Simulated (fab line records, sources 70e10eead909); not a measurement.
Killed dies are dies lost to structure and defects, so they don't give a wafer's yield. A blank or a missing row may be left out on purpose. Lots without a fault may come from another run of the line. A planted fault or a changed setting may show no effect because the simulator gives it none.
fab line records | flow nand_harc
record lots=12 wafers=36 last_day=34
route steps=1302 shown A_SLIT@946 A_WL_FILL@956 END@1302
lots that met no fault: from a run of the same line without faults
start_h: hours from the record's first day to the start of the lot's first wafer shown | wait_h: hours since the lot's step before | " the same as in the row above | L1.1+2: a row that stands for several wafers | - no value, or no start given | * or withheld: withheld | < > ~ a bound
route shown NAME@n: a module of which the file shows steps, and the number in the route of the first | usual: mean/standard deviation of fault-free wafers | same: alike in all rows | chamber/n: place in a boat | sites: the reading at each site | _std_site: their standard deviation | _edge_site: outer sites' mean less inner sites' | radius_mm: how far each site lies from the wafer's centre | mask NAME#n: copy n | behind: the tool/chamber that last shaped the wafer | hold: why the lot was held/for how many hours/how that ended | device: the transistor (n, p or np) that didn't switch | end of line: the same wafers' tests at the end of the route | a step without rows: its recipe alone | killed: dies lost to structure and defects at the first sort, not the wafer's yield | map: a wafer's dies, x killed, . not, _ none there
set.NAME: the setting as run; set.NAME@STEP: as run at that earlier step | model.NAME: the simulator's own value behind a step, which no gauge read
steps of the route over a sample of lots; a table a step, a row a wafer
services: from which hour (start_h, from the record's first day; less than 0 if before it) a tool's chamber was out of use, for how many hours, and why
## steps
# step NHARC_A_SLIT_CD_MEAS_21
# usual cd_nm=289.8/0.86
# columns lot.wafer tool chamber start_h wait_h cd_nm
L382.1 cd_sem-02 - 464.55 - 289.8
L382.2 " - " " 289.8
L382.5 " - " " 289.6
L383.2 cd_sem-02 - 475.74 - 289.9
L383.3 " - " " 289.6
L383.5 " - " " 288.4
L388.1 cd_sem-02 - 530.73 0.1 289.2
L388.2 " - " " 289.0
L388.5 " - " " 289.7
L387.3 cd_sem-02 - 538.54 - 289.0
L387.4 " - " " 290.3
L387.6 " - " " 288.8
L389.2 cd_sem-03 - 542.87 - 289.5
L389.3 " - " " 289.3
L389.4 " - " " 290.3
L394.2 cd_sem-02 - 578.61 - 291.2
L394.3 " - " " 291.3
L394.4 " - " " 289.2
L395.2 cd_sem-02 - 613.11 - 289.4
L395.3 " - " " 289.7
L395.5 " - " " 289.4
L398.1 cd_sem-03 - 627.35 - 290.9
L398.3 " - " " 292.0
L398.5 " - " " 289.7
L399.1 cd_sem-01 - 638.38 - 290.5
L399.3 " - " " 289.9
L399.5 " - " " 291.3
L403.1 cd_sem-02 - 659.33 - 289.7
L403.3 " - " " 288.6
L403.6 " - " " 288.7
L401.2 cd_sem-02 - 660.99 - 289.2
L401.3 " - " " 289.4
L401.4 " - " " 289.4
L404.3 cd_sem-03 - 688.05 - 289.6
L404.4 " - " " 290.9
L404.5 " - " " 290.9
# step NHARC_A_WL_FILL_CVD_03
# recipe target_thk_a=400 temp_c=300 pressure_torr=40 wf6_flow_sccm=40 h2_flow_sccm=1600 ar_flow_sccm=1560 time_s=279 material=W
# usual heater_power_w=470/33 throttle_valve_pct=7.8/0.32
# columns lot.wafer tool chamber start_h wait_h heater_power_w since_wet_clean_h throttle_valve_pct
L382.2 cvd_w-01 0 471.70 0.1 505 93 8.0
L382.1 " 1 " " 444 93 7.7
L382.5 " 0 " " 498 - 7.9
L383.2 cvd_w-01 1 484.73 0.1 449 106 8.0
L383.3 " 1 " " 440 - 7.8
L383.5 " 1 " " 455 - 7.8
L388.1 cvd_w-02 1 538.19 0.1 442 50 7.2
L388.2 " 0 " " 493 50 8.0
L388.5 " 0 " " 485 - 8.0
L387.4 cvd_w-02 1 550.72 0.2 439 - 7.1
L387.3 " 0 " " 492 - 7.8
L387.6 " 0 " " 500 - 8.0
L389.2 cvd_w-02 1 550.97 0.2 436 63 7.5
L389.3 " 0 " " 485 - 7.9
L389.4 " 1 " " 435 - 7.2
L394.2 cvd_w-01 0 586.27 0.1 511 26 7.7
L394.4 " 1 " " 433 - 7.8
L394.3 " 0 " " 511 - 7.7
L395.2 cvd_w-01 1 620.78 0.1 429 61 7.6
L395.3 " 0 " " 501 - 7.9
L395.5 " 0 " " 522 - 8.0
L398.1 cvd_w-01 1 635.16 0.1 428 75 8.1
L398.3 " 0 " " 507 - 7.9
L398.5 " 1 " " 432 - 7.8
L399.1 cvd_w-01 1 645.99 0.1 429 86 8.1
L399.3 " 1 " " 438 - 7.4
L399.5 " 1 " " 436 - 7.6
L403.1 cvd_w-01 0 667.04 0.1 510 107 8.0
L403.3 " 0 " " 510 - 8.2
L403.6 " 1 " " 445 - 8.0
L401.2 cvd_w-01 1 669.15 0.5 433 109 7.5
L401.4 " 0 " " 513 - 8.1
L401.3 " 1 " " 448 - 7.8
L404.4 cvd_w-01 1 697.70 0.2 432 - 7.7
L404.3 " 0 " " 513 - 8.3
L404.5 " 0 " " 517 - 8.0
# step NHARC_A_WL_FILL_STRIP_29
# recipe time_s=20 o2_flow_sccm=500 ar_flow_sccm=0 bias_w=0 chemistry=O2
# usual chamber_pressure_mTorr=60.00/0.053 drypump_motor_current_A=5.8/0.44 oes_product_au=1.002/0.0086 rf_vpp_V=57.9/0.82 showerhead_plenum_p_Torr=3.54/0.14 throttle_valve_pct=17.035/0.0096
# columns lot.wafer tool chamber start_h wait_h chamber_pressure_mTorr drypump_motor_current_A oes_product_au rf_hours_counter_h rf_vpp_V showerhead_plenum_p_Torr throttle_valve_pct
L382.2 rie_diel-09 3 485.42 0.1 59.99 6.2 1.010 5.6 57.2 3.46 17.037
L382.1 " 0 " " 59.96 5.8 0.998 5.9 58.3 3.56 17.058
L382.5 " 1 " " 60.03 6.3 1.004 - 58.7 3.42 17.040
L383.3 rie_diel-11 0 495.62 0.1 59.96 5.5 0.992 1.5 58.6 3.50 17.036
L383.2 " 1 " " 60.10 6.3 0.997 1.6 58.9 3.66 17.042
L383.5 " 3 " " 60.09 5.8 1.018 - 58.5 3.44 17.023
L388.2 rie_diel-11 0 549.07 0.1 60.02 5.5 0.996 2.3 57.6 3.50 17.034
L388.1 " 1 " " 60.04 6.3 1.004 2.5 57.7 3.65 17.040
L388.5 " 3 " " 60.05 5.8 0.996 - 58.5 3.44 17.036
L389.4 rie_diel-11 3 561.34 0.1 60.08 5.8 1.010 2.5 57.9 3.44 17.038
L389.2 " 1 " " 59.99 6.3 1.001 2.7 57.5 3.65 17.029
L389.3 " 2 " " 59.96 5.0 1.005 2.8 58.7 3.76 17.041
L387.3 rie_diel-09 1 561.38 0.1 60.04 6.3 1.007 1.1 56.3 3.42 17.025
L387.4 " 2 " " 59.93 5.8 1.010 1.7 57.8 3.41 17.036
L387.6 " 3 " " 60.06 6.2 1.002 - 57.5 3.45 17.044
L394.2 rie_diel-08 3 596.66 0.1 60.05 5.0 0.999 2.8 56.3 3.38 17.028
L394.3 " 0 " " 59.98 5.8 1.010 2.4 59.6 3.66 17.035
L394.4 " 2 " " 60.04 6.2 1.008 2.4 57.5 3.73 17.036
L395.2 rie_diel-11 1 631.78 0.1 59.97 6.3 1.007 0.3 58.8 3.65 17.042
L395.3 " 2 " " 59.96 5.0 0.979 0.1 59.1 3.76 17.026
L395.5 " 0 " " 59.99 5.6 0.981 - 59.7 3.50 17.032
L398.1 rie_diel-09 0 646.72 0.1 60.03 5.8 0.988 5.1 57.1 3.56 17.034
L398.3 " 2 " " 59.93 5.8 1.006 5.0 56.6 3.41 17.028
L398.5 " 0 " " 59.99 5.7 0.981 - 55.9 3.56 17.032
L399.3 rie_diel-11 1 656.86 0.1 59.91 6.3 1.018 1.1 58.0 3.65 17.038
L399.1 " 3 " " 60.00 5.8 1.003 0.9 56.5 3.44 17.046
L399.5 " 2 " " 60.09 5.1 0.991 - 59.2 3.76 17.041
L403.1 rie_diel-08 3 680.29 0.1 60.11 5.0 0.993 7.2 56.9 3.38 17.034
L403.3 " 1 " " 60.00 6.1 1.011 5.6 58.6 3.38 17.024
L403.6 " 3 " " 60.00 5.0 0.995 - 57.3 3.38 17.035
L401.4 rie_diel-11 1 680.34 0.1 60.00 6.3 1.007 2.0 58.1 3.65 17.044
L401.3 " 2 " " 59.99 5.1 0.994 1.9 58.6 3.76 17.027
L401.2 " 0 " " 60.06 5.5 0.997 1.2 58.2 3.50 17.029
L404.4 rie_diel-08 2 714.54 0.1 60.10 6.2 1.007 7.7 58.2 3.72 17.047
L404.3 " 3 " " 60.05 5.0 0.981 8.3 56.4 3.38 17.031
L404.5 " 0 " " 59.96 5.8 1.000 - 55.4 3.66 17.033
# step NHARC_A_WL_FILL_CMP_12
# recipe t_overpolish_s=30 target_thk_nm=100
# usual edge_zone_pressure_frac=1.000/0.005 motor_current_A=12.1/1.1 overpolish_run_s=30.001/0.0091 slurry_filter_dp_kPa=13.50/0.13 time_to_endpoint_s=19.5/2.2
# columns lot.wafer tool chamber start_h wait_h edge_zone_pressure_frac motor_current_A overpolish_run_s slurry_filter_dp_kPa time_to_endpoint_s
L382.2 cmp-02 0 491.41 0.2 1.001 11.4 29.996 13.60 19.7
L382.1 " 1 " " 0.989 13.9 30.001 13.65 23.4
L382.5 " 0 " " 1.000 11.8 30.020 13.59 19.6
L383.2 cmp-04 1 501.49 0.2 1.012 12.3 29.988 13.31 16.2
L383.3 " 0 " " 1.000 10.5 30.002 13.33 19.3
L383.5 " 2 " " 0.994 11.8 29.986 13.45 17.4
L388.1 cmp-04 2 555.34 0.2 - - - - -
L388.2 " 0 " " - - - - -
L388.5 " 3 " " - - - - -
L389.2 cmp-04 0 567.22 0.2 - - - - -
L389.3 " 1 " " - - - - -
L389.4 " 2 " " - - - - -
L387.3 cmp-02 2 567.24 0.2 - - - - -
L387.4 " 3 " " - - - - -
L387.6 " 1 " " - - - - -
L394.3 cmp-03 2 602.54 0.1 0.999 11.8 29.997 13.61 18.8
L394.4 " 0 " " 1.002 10.7 30.006 13.32 17.3
L394.2 " 1 " " 1.007 13.3 29.988 13.51 16.8
L395.3 cmp-04 2 637.67 0.1 1.002 12.6 30.006 13.58 19.0
L395.2 " 3 " " 1.002 12.8 29.995 13.48 22.6
L395.5 " 1 " " 1.000 12.1 29.998 13.50 20.0
L398.3 cmp-02 0 652.69 0.1 0.999 11.7 29.988 13.54 20.0
L398.1 " 1 " " 1.001 14.0 29.987 13.67 22.6
L398.5 " 1 " " 1.006 13.4 29.992 13.52 22.9
L399.1 cmp-04 3 662.85 0.2 1.001 12.3 29.998 13.56 19.3
L399.3 " 0 " " 1.008 10.4 29.995 13.37 19.9
L399.5 " 1 " " 0.997 12.1 30.011 13.57 18.4
L401.4 cmp-04 3 686.14 0.1 1.005 12.5 29.992 13.32 22.5
L401.2 " 0 " " 1.003 10.6 30.009 13.39 21.0
L401.3 " 2 " " 0.992 12.4 29.990 13.42 18.7
L403.3 cmp-03 1 686.14 0.1 1.009 12.7 29.989 13.60 17.8
L403.1 " 3 " " 0.997 14.1 30.015 13.57 17.8
L403.6 " 1 " " 1.007 13.6 30.001 13.27 20.4
L404.4 cmp-04 3 720.57 0.1 0.999 12.1 29.996 13.67 22.7
L404.3 " 0 " " 1.009 10.5 30.000 13.48 21.1
L404.5 " 1 " " 1.010 12.3 29.995 13.46 20.2
# step NHARC_A_WL_FILL_INSPECT_15
# usual raw_defect_count=507/130
# columns lot.wafer tool chamber start_h wait_h hold raw_defect_count
L382.1 defect_inspect-01 - 491.87 0.0 - 485
L382.2 " - " " - 520
L382.5 " - " " - 887
L383.2 defect_inspect-02 - 501.98 0.0 - 723
L383.3 " - " " - 631
L383.5 " - " " - 492
L388.1 defect_inspect-02 - 555.83 0.0 await_dispo/0.2h/release 2582
L388.2 " - " " await_dispo/0.2h/release 2692
L388.5 " - " " await_dispo/0.2h/release 2525
L388.1 defect_inspect-02 - 556.00 0.2 - 2580
L388.2 " - " " - 2705
L388.5 " - " " - 2510
L389.2 defect_inspect-01 - 567.66 0.0 await_dispo/0.2h/release 2367
L389.3 " - " " await_dispo/0.2h/release 2458
L389.4 " - " " await_dispo/0.2h/release 2374
L389.2 defect_inspect-01 - 567.83 0.2 - 2392
L389.3 " - " " - 2459
L389.4 " - " " - 2376
L387.3 defect_inspect-02 - 567.66 0.0 await_dispo/0.2h/release 2422
L387.4 " - " " await_dispo/0.2h/release 2327
L387.6 " - " " await_dispo/0.2h/release 2424
L387.3 defect_inspect-02 - 567.83 0.2 - 2456
L387.4 " - " " - 2358
L387.6 " - " " - 2432
L394.2 defect_inspect-01 - 603.03 0.0 - 433
L394.3 " - " " - 390
L394.4 " - " " - 447
L395.2 defect_inspect-02 - 638.11 0.0 - 499
L395.3 " - " " - 547
L395.5 " - " " - 605
L398.1 defect_inspect-01 - 653.18 0.0 - 464
L398.3 " - " " - 575
L398.5 " - " " - 594
L399.1 defect_inspect-02 - 663.29 0.0 - 497
L399.3 " - " " - 663
L399.5 " - " " - 473
L401.2 defect_inspect-02 - 686.61 0.0 - 622
L401.3 " - " " - 563
L401.4 " - " " - 449
L403.1 defect_inspect-02 - 686.61 0.0 - 443
L403.3 " - " " - 642
L403.6 " - " " - 403
L404.3 defect_inspect-02 - 721.01 0.1 - 711
L404.4 " - " " - 443
L404.5 " - " " - 405
# step NHARC_END_SORT_01
# recipe temp_c=25
# usual defect_limited_yield=91.4/2.7 killed_at_array=53/18 killed_at_other=1.0/1.2 killed_at_periphery=3.6/2.4 killed_dies=58/18 killed_open=3.4/1.8 killed_short=2.3/1.5 sort_bin_2_pct=3.1/1.2 sort_bin_3_pct=0.7/0.39 sort_bin_4_pct=4.8/1.6 sort_n_pass=619/18 sort_rim_yield_pct=88/4.1 sort_yield_pct=91.4/2.7
# same gross_dies=677 sort_bin_5_pct[%]=0 sort_bin_6_pct[%]=0 sort_bin_7_pct[%]=0 sort_bin_8_pct[%]=0 sort_rim_n_gross=106.00
# columns lot.wafer tool chamber start_h wait_h defect_limited_yield[%] killed_at_array killed_at_other killed_at_periphery killed_dies killed_open killed_short sort_bin_2_pct[%] sort_bin_3_pct[%] sort_bin_4_pct[%] sort_n_pass sort_rim_yield_pct[%] sort_yield_pct[%]
L394.2 prober-02 0 684.56 2.8 89.8 64 4 1 69 3 3 3.1 1.0 6.1 608 84 89.8
L394.3 prober-02 0 685.36 3.1 89.4 66 3 3 72 1 4 2.8 0.6 7.2 605 84 89.4
# killed by level:class
L394.2 A_CHANNEL_HOLE_D1:chamber_film_flake=32 A_CHANNEL_HOLE_D2:chamber_film_flake=10 A_SLIT:chamber_film_flake=8 THIN_TSV:chamber_film_flake=4 A_STAIRCASE:chamber_film_flake=3 A_CONTACT:chamber_film_flake=3 A_ONON_D1:geometric_particle:short=1 A_CHANNEL_FILL_D1:geometric_particle:open=1
L394.3 A_CHANNEL_HOLE_D1:chamber_film_flake=30 A_CHANNEL_HOLE_D2:chamber_film_flake=12 A_WL_FILL:chamber_film_flake=7 A_CONTACT:chamber_film_flake=6 A_SLIT:chamber_film_flake=3 THIN_TSV:chamber_film_flake=3 A_STAIRCASE:chamber_film_flake=2 P_CONTACT:geometric_particle:open=1
## services
# columns tool chamber start_h hours kind
rie_diel-09 2 470.43 15.0 repair
cvd_w-02 - 471.37 0.8 repair
cvd_w-02 - 475.29 13.0 pm
cmp-04 - 485.00 9.2 repair
rie_diel-11 3 487.34 3.1 repair
cvd_w-02 - 492.90 1.4 repair
rie_diel-09 - 497.10 9.0 pm
rie_diel-08 1 501.24 4.5 repair
rie_diel-08 - 501.71 0.4 repair
cmp-04 - 503.00 4.0 pm
cvd_w-01 1 512.87 9.7 repair
cvd_w-01 - 547.00 13.0 pm
cmp-04 - 559.49 5.8 repair
cmp-04 - 576.53 7.6 repair
rie_diel-11 2 583.56 12.4 repair
cmp-04 - 601.00 4.0 pm
rie_diel-11 - 609.50 9.0 pm
cmp-04 - 625.95 1.5 repair
cmp-04 - 658.91 0.5 repair
cvd_w-01 - 660.19 0.8 repair
rie_diel-11 0 673.70 4.6 repair
cvd_w-01 - 679.27 2.3 repair
cvd_w-01 - 696.52 0.5 repair
cmp-04 - 699.00 4.0 pm
## key
first_sign step=NHARC_A_WL_FILL_CMP_12 reading=tool_record direction=missing
effect step=NHARC_A_WL_FILL_INSPECT_15 reading=visit direction=added
effect step=NHARC_A_WL_FILL_INSPECT_15 reading=raw_defect_count direction=up sigmas=15 usual=507 struck=2463
met_at NHARC_A_WL_FILL_CMP_12
struck_lots L387,L388,L389
scrapped_behind NHARC_A_CONTACT_INSPECT_44 L387.3,L387.4,L387.6,L388.1,L388.2,L388.5,L389.2,L389.3,L389.4
not_acting_at NHARC_A_SLIT_CD_MEAS_21,NHARC_A_WL_FILL_CVD_03,NHARC_A_WL_FILL_STRIP_29
onset_between 501.49 555.34
fault kind=skipped_step_whole tool=cmp-02,cmp-04 chamber=- onset_h=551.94 steps=NHARC_A_WL_FILL_CMP_12 scope=struck_lots_only
